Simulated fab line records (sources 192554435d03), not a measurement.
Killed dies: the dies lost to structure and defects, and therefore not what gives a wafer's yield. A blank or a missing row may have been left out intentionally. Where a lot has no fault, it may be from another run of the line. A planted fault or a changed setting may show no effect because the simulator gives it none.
Matching of chambers    flow n5 finfet    3 sister chambers for N5_BEOL_M8_DEP_56 on pecvd-03
The step deposits SiCN from 3MS/NH3, target thk 10 nm, time 17.5 s. 3 wafers are shown with their chamber, then 8 later ones without.

## EACH WAFER AND ITS CHAMBER
wafer   chamber  showerhead plenum p Torr (Torr)
L090.3  0        3.694
L090.4  1        3.677
L093.1  2        3.630

## WAFERS WITH NO CHAMBER GIVEN
wafer   showerhead plenum p Torr (Torr)
L093.2  3.671
L093.4  3.674
L095.2  3.685
L095.3  3.651
L095.4  3.666
L097.1  3.646
L097.4  3.668
L097.5  3.692

## EACH ONE'S CHAMBER
wafer   from the rows above           in truth
L093.2  can't be placed: 1 or 0       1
L093.4  can't be placed: 1 or 0       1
L095.2  can't be placed: 1 or 0       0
L095.3  can't be placed: 2 or 1 or 0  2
L095.4  can't be placed: 1 or 0       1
L097.1  can't be placed: 2 or 1       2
L097.4  can't be placed: 1 or 0       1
L097.5  can't be placed: 0 or 1       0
Placed correctly: 0 of 8. These rows do not allow placing 8 (true chamber among the candidates in 8). Placed wrongly: 0.
How it was worked out, from the rows above alone: a wafer's distance from a chamber is the root of the sum, over the readings, of the square of ((its reading less the chamber's mean) divided by the reading's scatter). The wafer belongs to the nearest chamber; if the next one is less than 2 further off, it can't be placed. A chamber's mean is the mean of its shown wafers. The scatter: with one shown wafer a chamber, the root of the mean of the squares of how far each hidden wafer lies from its nearest shown one.
